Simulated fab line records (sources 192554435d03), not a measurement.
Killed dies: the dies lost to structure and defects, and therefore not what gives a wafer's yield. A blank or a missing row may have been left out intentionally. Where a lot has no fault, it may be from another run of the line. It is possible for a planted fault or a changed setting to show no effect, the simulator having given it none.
Which tool is to blame? ; flow n5_finfet ; 10 lots with 27 wafers sampled at 5 steps, on a route of 1938 steps

== WHAT THE GAUGES READ, wafer by wafer ==
N5_BEOL_M4_RC_MEAS_101. Usual: DIBL_N 36.3 mV/V, standard deviation 1.6; DIBL_P 36.2 mV/V, standard deviation 2; IOFF_N 0.160 nA/um, standard deviation 0.028; IOFF_P 0.21 nA/um, standard deviation 0.036; ION_N 677 uA/um, standard deviation 11; ION_P 465 uA/um, standard deviation 6.9; SS_N 71.5 mV/dec, standard deviation 0.55; SS_P 73.3 mV/dec, standard deviation 0.64; VT_N 250 mV, standard deviation 3; VT_P -250 mV, standard deviation 3.5.
lot;measured;on;DIBL_N (mV/V);DIBL_P (mV/V);IOFF_N (nA/um);IOFF_P (nA/um);ION_N (uA/um);ION_P (uA/um);SS_N (mV/dec);SS_P (mV/dec);VT_N (mV);VT_P (mV);flag
L664;day 8 00:02;prober-02;35.3 36.1 36.5;35.1 35.6 36.0;0.145 0.159 0.167;0.20 0.21 0.22;682 679 675;464 471 462;70.8 70.7 70.7;72.4 72.5 72.9;250 248 249;-248 -247 -251;
L665;day 8 04:13;prober-01;32.7 35.3;32.0 35.6;0.112 0.149;0.15 0.19;668 671;454 462;70.4 71.5;72.0 72.9;253 249;-257 -253;
L668;day 9 10:43;prober-02;37.8 38.3 40.5;37.0 36.7 40.7;0.155 0.152 0.222;0.22 0.22 0.30;679 662 699;473 469 477;71.5 71.8 72.4;73.6 73.4 74.5;251 253 246;-249 -248 -244;
L671;day 10 06:52;prober-01;34.8 36.5;33.0 35.5;0.131 0.164;0.20 0.24;651 671;456 465;71.4 71.7;72.0 73.1;253 249;-250 -245;
L672;day 10 15:08;prober-01;37.8 38.0 37.6;38.9 39.1 38.2;0.187 0.190 0.177;0.29 0.29 0.27;684 688 673;478 479 469;71.4 72.1 71.1;73.6 73.4 73.6;246 248 248;-243 -243 -244;
L673;day 10 22:34;prober-01;37.2 36.8 35.2;38.3 39.4 38.0;0.166 0.181 0.152;0.20 0.22 0.20;685 694 671;465 470 458;71.7 72.5 72.0;73.5 73.3 72.7;251 249 250;-256 -252 -255;
L674;day 10 19:08;prober-01;39.0 38.4 36.8;40.1 39.4 37.8;0.216 0.207 0.172;0.27 0.26 0.22;694 691 670;471 466 456;72.4 71.6 71.4;74.5 74.6 74.6;245 246 249;-249 -249 -252;
L677;day 11 05:39;prober-01;37.1 36.4 37.3;37.1 36.7 37.1;0.172 0.171 0.188;0.22 0.21 0.21;685 678 676;467 462 463;71.9 72.1 71.7;73.7 73.8 73.6;251 249 249;-254 -251 -252;
L683;day 13 12:14;prober-01;33.4 32.2;31.5 30.3;0.118 0.107;0.16 0.15;669 668;455 461;71.0 69.9;72.4 72.7;252 255;-255 -254;
L686;day 13 21:29;prober-02;36.5 35.6 36.0;36.4 35.2 35.8;0.155 0.144 0.139;0.19 0.16 0.17;671 678 670;453 456 452;72.0 71.4 71.6;73.5 73.4 73.5;250 251 249;-254 -257 -253;

== WHAT TOOL EACH LOT RAN ON (gives the tool, then ch and the chambers of the sampled wafers, and finally the start) ==
lot;N5_DUMMY_GATE_DESCUM_20;N5_DUMMY_GATE_ETCH_37;N5_DUMMY_GATE_TRIM_49;N5_DUMMY_GATE_ETCH_32
L664;rie_diel-05 ch 0,2,3, day 3 08:07;rie_diel-05 ch 0,2,3, day 3 08:16;rie_si-01 ch 0,1,2, day 3 08:21;rie_si-03 ch 1,2,3, day 3 08:47
L665;rie_diel-05 ch 0,3, day 3 11:55;rie_diel-05 ch 0,3, day 3 12:03;rie_si-03 ch 0,2, day 3 12:08;rie_si-01 ch 0,1, day 3 12:34
L668;rie_diel-01 ch 1,2,3, day 4 06:46;rie_diel-01 ch 1,2,3, day 4 06:55;rie_si-05 ch 0,1, day 4 07:00;rie_si-05 ch 0,1,2, day 4 07:26
L671;rie_diel-04 ch 0,1, day 4 22:21;rie_diel-04 ch 0,1, day 4 22:30;rie_si-05 ch 0,2, day 4 22:35;rie_si-01 ch 1,3, day 4 23:01
L672;rie_diel-04 ch 0,1,3, day 5 03:41;rie_diel-04 ch 0,1,3, day 5 03:50;rie_si-05 ch 0,2,3, day 5 03:55;rie_si-05 ch 1,2, day 5 04:21
L673;rie_diel-04 ch 0,2,3, day 5 11:23;rie_diel-04 ch 0,2,3, day 5 11:31;rie_si-05 ch 1,2,3, day 5 11:36;rie_si-01 ch 1,2,3, day 5 12:21
L674;rie_diel-04 ch 0,1, day 5 17:58;rie_diel-04 ch 0,1, day 5 18:06;rie_si-05 ch 2,3, day 5 18:11;rie_si-03 ch 1,2, day 5 19:00
L677;rie_diel-05 ch 0,3, day 6 13:16;rie_diel-05 ch 0,3, day 6 13:25;rie_si-05 ch 0,1,3, day 6 13:29;rie_si-01 ch 0,1,3, day 6 13:56
L683;rie_diel-01 ch 2, day 7 21:51;rie_diel-01 ch 2, day 7 22:00;rie_si-05 ch 0, day 7 22:05;rie_si-05 ch 2, day 7 22:45
L686;rie_diel-05 ch 1,2,3, day 8 16:53;rie_diel-05 ch 1,2,3, day 8 17:02;rie_si-03 ch 0,1,2, day 8 17:07;rie_si-03 ch 0,1,3, day 8 17:47
- N5_DUMMY_GATE_DESCUM_20: chemistry O2, time 6.2 s.
- N5_DUMMY_GATE_ETCH_37: etches SOC in N2/H2, target depth 60 nm, overetch 30 nm.
- N5_DUMMY_GATE_TRIM_49: chemistry O2, time 29 s, target cd 14 nm.
- N5_DUMMY_GATE_ETCH_32: etches SiO2 in CF4, target depth 3.5 nm, time 3.9 s.

== WHAT THE TOOLS THEMSELVES READ (means of the sampled wafers that have a number; where no wafer has one, the mark that the record gives instead) ==
N5_DUMMY_GATE_DESCUM_20. Usual: drypump_motor_current_A 5.9 A, standard deviation 0.51; o2_flow_sccm 225.0 sccm, standard deviation 0.75; oes_product_au 0.79 a.u., standard deviation 0.069; rf_vpp_V 243.7 V, standard deviation 1.5; showerhead_plenum_p_Torr 2.11 Torr, standard deviation 0.066; throttle_valve_pct 20.42 %, standard deviation 0.23.
lot;tool;drypump_motor_current_A (A);o2_flow_sccm (sccm);oes_product_au (a.u.);rf_vpp_V (V);showerhead_plenum_p_Torr (Torr);throttle_valve_pct (%);flag
L664;rie_diel-05;5.7;224.6;0.82;244.3;2.14;20.33;
L665;rie_diel-05;6.0;225.1;0.84;245.3;2.17;20.41;
L668;rie_diel-01;5.3;225.1;0.82;243.4;2.11;20.40;
L671;rie_diel-04;6.0;224.7;0.77;244.8;2.14;20.46;
L672;rie_diel-04;5.8;224.7;0.74;243.3;2.14;20.39;
L673;rie_diel-04;6.1;225.7;0.72;243.3;2.10;20.47;
L674;rie_diel-04;5.9;223.9;0.77;243.3;2.14;20.46;
L677;rie_diel-05;6.1;225.4;0.81;244.6;2.14;20.54;
L683;rie_diel-01;5.4;225.9;0.94;242.6;2.05;20.39;
L686;rie_diel-05;5.8;225.2;0.76;242.2;2.06;20.58;

N5_DUMMY_GATE_ETCH_37. Usual: drypump_motor_current_A 5.9 A, standard deviation 0.51; oes_product_au 0.62 a.u., standard deviation 0.05; rf_fwd_power_W 830 W, standard deviation 3.9; rf_vpp_V 524.7 V, standard deviation 2.2; showerhead_plenum_p_Torr 2.58 Torr, standard deviation 0.081; throttle_valve_pct 17.87 %, standard deviation 0.23.
lot;tool;drypump_motor_current_A (A);oes_product_au (a.u.);rf_fwd_power_W (W);rf_vpp_V (V);showerhead_plenum_p_Torr (Torr);throttle_valve_pct (%);flag
L664;rie_diel-05;5.7;0.65;830;525.6;2.60;17.75;
L665;rie_diel-05;6.0;0.67;833;526.8;2.62;17.80;
L668;rie_diel-01;5.4;0.64;831;524.1;2.56;17.77;
L671;rie_diel-04;6.0;0.60;832;525.0;2.61;18.01;
L672;rie_diel-04;5.8;0.59;830;524.7;2.61;17.94;
L673;rie_diel-04;6.1;0.58;896;512.7;2.57;17.98;OFF
L674;rie_diel-04;5.9;0.61;900;513.5;2.60;18.01;OFF
L677;rie_diel-05;6.1;0.64;829;526.2;2.59;17.91;
L683;rie_diel-01;5.3;0.74;831;522.5;2.49;17.69;
L686;rie_diel-05;5.8;0.60;830;522.8;2.51;18.01;

N5_DUMMY_GATE_TRIM_49. Usual: drypump_motor_current_A 5.5 A, standard deviation 0.38; oes_product_au 0.998 a.u., standard deviation 0.013; throttle_valve_pct 8.16 %, standard deviation 0.16.
lot;tool;drypump_motor_current_A (A);oes_product_au (a.u.);throttle_valve_pct (%);flag
L664;rie_si-01;5.8;1.003;8.15;
L665;rie_si-03;5.3;1.010;8.09;
L668;rie_si-05;5.8;0.992;8.31;
L671;rie_si-05;5.1;0.992;8.08;
L672;rie_si-05;5.3;0.984;8.10;
L673;rie_si-05;5.7;0.999;8.19;
L674;rie_si-05;5.5;0.996;8.09;
L677;rie_si-05;5.7;1.003;8.22;
L683;rie_si-05;5.0;0.983;8.15;
L686;rie_si-03;5.3;1.001;8.11;

N5_DUMMY_GATE_ETCH_32. Usual: drypump_motor_current_A 5.5 A, standard deviation 0.35; oes_product_au 1.002 a.u., standard deviation 0.018; rf_fwd_power_W 790 W, standard deviation 4.1; throttle_valve_pct 21.88 %, standard deviation 0.21.
lot;tool;drypump_motor_current_A (A);oes_product_au (a.u.);rf_fwd_power_W (W);throttle_valve_pct (%);flag
L664;rie_si-03;5.5;1.001;790;21.95;
L665;rie_si-01;5.8;0.989;790;21.86;
L668;rie_si-05;5.5;0.998;791;21.90;
L671;rie_si-01;5.4;1.014;790;21.83;
L672;rie_si-05;5.9;1.012;794;21.99;
L673;rie_si-01;5.7;1.006;789;21.91;
L674;rie_si-03;5.4;1.000;789;22.06;
L677;rie_si-01;5.5;1.002;791;21.83;
L683;rie_si-05;5.2;1.002;793;22.00;
L686;rie_si-03;5.3;0.988;789;21.66;

== THE ANSWER, worked out from the rows above alone ==
Rule: lot off if the mean of its wafers having a number is beyond 3 standard deviations from the usual mean. A lot without any number at a reading at which 4 lots or more have one is off too. Where the step has rows for the other lots, those lots are counted as sound. The gauges are gone through in route order, then the tools' own readings, and for those a lot's mean is taken as printed above. At the first step where some lot is off, the reading lying furthest off is the one used; lots without a number count as furthest.
Off: L673, L674 (N5_DUMMY_GATE_ETCH_37, rf_fwd_power_W).
If a tool, at that step or one of the process steps before it, ran each lot that is off and ran no sound lot following the first of them, it fits. One fits: N5_DUMMY_GATE_DESCUM_20 and N5_DUMMY_GATE_ETCH_37 on rie_diel-04. At N5_DUMMY_GATE_DESCUM_20 its last sound lot is L672 (day 5 03:41), its first lot that is off L673 (day 5 11:23): a fault that began between those two fits.

== WHAT WAS PUT IN BY THE SIMULATOR ==
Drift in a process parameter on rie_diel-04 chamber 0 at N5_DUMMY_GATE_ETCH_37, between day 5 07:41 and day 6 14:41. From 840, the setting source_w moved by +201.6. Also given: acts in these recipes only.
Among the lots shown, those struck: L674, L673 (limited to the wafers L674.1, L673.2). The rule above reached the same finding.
